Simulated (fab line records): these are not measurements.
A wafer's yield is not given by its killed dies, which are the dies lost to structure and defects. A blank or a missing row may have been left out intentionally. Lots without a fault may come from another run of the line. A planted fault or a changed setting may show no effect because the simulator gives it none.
Chamber matching | flow nand_harc | rie_diel-08 running NHARC_A_BLC_STRIP_21: 4 sister chambers
The step strips in O2. 27 wafers are shown with their chamber, then 12 later ones without.

## WAFERS PAIRED WITH THEIR CHAMBERS
wafer  | chamber | showerhead_plenum_p_Torr (Torr) | drypump_motor_current_A (A) | oes_product_au (a.u.)
L074.1 | 3       | 3.39                            | 5.6                         | 1.008
L074.3 | 0       | 3.46                            | 5.5                         | 1.028
L074.6 | 2       | 3.78                            | 5.8                         | 0.993
L079.1 | 1       | 3.40                            | 5.7                         | 1.007
L079.3 | 2       | 3.78                            | 5.8                         | 0.993
L079.5 | 0       | 3.45                            | 5.5                         | 1.029
L080.4 | 0       | 3.46                            | 5.5                         | 1.015
L080.5 | 1       | 3.40                            | 5.6                         | 1.005
L080.6 | 2       | 3.78                            | 5.8                         | 0.988
L081.1 | 3       | 3.39                            | 5.6                         | 1.005
L081.4 | 1       | 3.40                            | 5.7                         | 0.991
L081.5 | 2       | 3.77                            | 5.8                         | 0.971
L084.1 | 0       | 3.45                            | 5.5                         | 1.004
L084.5 | 1       | 3.39                            | 5.6                         | 1.000
L084.6 | 2       | 3.77                            | 5.8                         | 0.974
L086.1 | 3       | 3.39                            | 5.6                         | 0.999
L086.3 | 2       | 3.77                            | 5.8                         | 0.990
L086.5 | 0       | 3.45                            | 5.5                         | 1.006
L089.2 | 3       | 3.39                            | 5.6                         | 0.992
L089.4 | 2       | 3.77                            | 5.8                         | 0.969
L089.5 | 2       | 3.77                            | 5.8                         | 0.984
L088.1 | 2       | 3.77                            | 5.8                         | 0.990
L088.3 | 0       | 3.45                            | 5.5                         | 0.995
L088.4 | 1       | 3.39                            | 5.7                         | 1.006
L090.2 | 2       | 3.77                            | 5.8                         | 0.987
L090.3 | 1       | 3.39                            | 5.7                         | 1.007
L090.6 | 0       | 3.45                            | 5.5                         | 1.022

SIGNATURES (means of the wafers above)
reading                  | chamber 0 | chamber 1 | chamber 2 | chamber 3 | scatter within a chamber
showerhead_plenum_p_Torr | 3.4529    | 3.3950    | 3.7730    | 3.3900    | 0.00468
drypump_motor_current_A  | 5.500     | 5.667     | 5.800     | 5.600     | 0.0241
oes_product_au           | 1.01414   | 1.00267   | 0.98390   | 1.00100   | 0.00958
Rule: a wafer lies at a distance from a chamber equal to the root of the sum of squares, over the readings, of (its reading less the chamber's mean, divided by the reading's scatter). The wafer belongs to the nearest chamber; if the next one is less than 2 further off, it can't be placed. How the scatter is found: for the shown wafers, subtract from each reading the mean of its chamber, square and add these, divide the total by (wafers less chambers), then take the root.

## WAFERS WITHOUT THEIR CHAMBER
wafer  | showerhead_plenum_p_Torr (Torr) | drypump_motor_current_A (A) | oes_product_au (a.u.)
L093.2 | 3.45                            | 5.5                         | 1.013
L093.4 | 3.39                            | 5.6                         | 1.010
L093.6 | 3.38                            | 5.6                         | 1.002
L094.2 | 3.39                            | 5.6                         | 1.000
L094.3 | 3.38                            | 5.6                         | 1.005
L094.5 | 3.39                            | 5.6                         | 1.006
L096.2 | 3.38                            | 5.6                         | 1.006
L096.3 | 3.39                            | 5.7                         | 1.029
L096.5 | 3.45                            | 5.5                         | 0.989
L097.2 | 3.38                            | 5.6                         | 1.002
L097.3 | 3.77                            | 5.8                         | 0.998
L097.5 | 3.45                            | 5.6                         | 0.985

## CHAMBER TAKEN BY EACH
wafer  | from the rows above     | in truth
L093.2 | 0                       | 0
L093.4 | 3                       | 3
L093.6 | 3                       | 3
L094.2 | 3                       | 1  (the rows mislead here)
L094.3 | 3                       | 3
L094.5 | 3                       | 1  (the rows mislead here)
L096.2 | 3                       | 3
L096.3 | can't be placed: 1 or 3 | 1
L096.5 | 0                       | 0
L097.2 | 3                       | 3
L097.3 | 2                       | 2
L097.5 | 0                       | 0
Correctly placed: 9 of 12. Unplaceable from these rows: 1, with the true chamber sitting among the candidates in 1. Placed wrongly: 2.
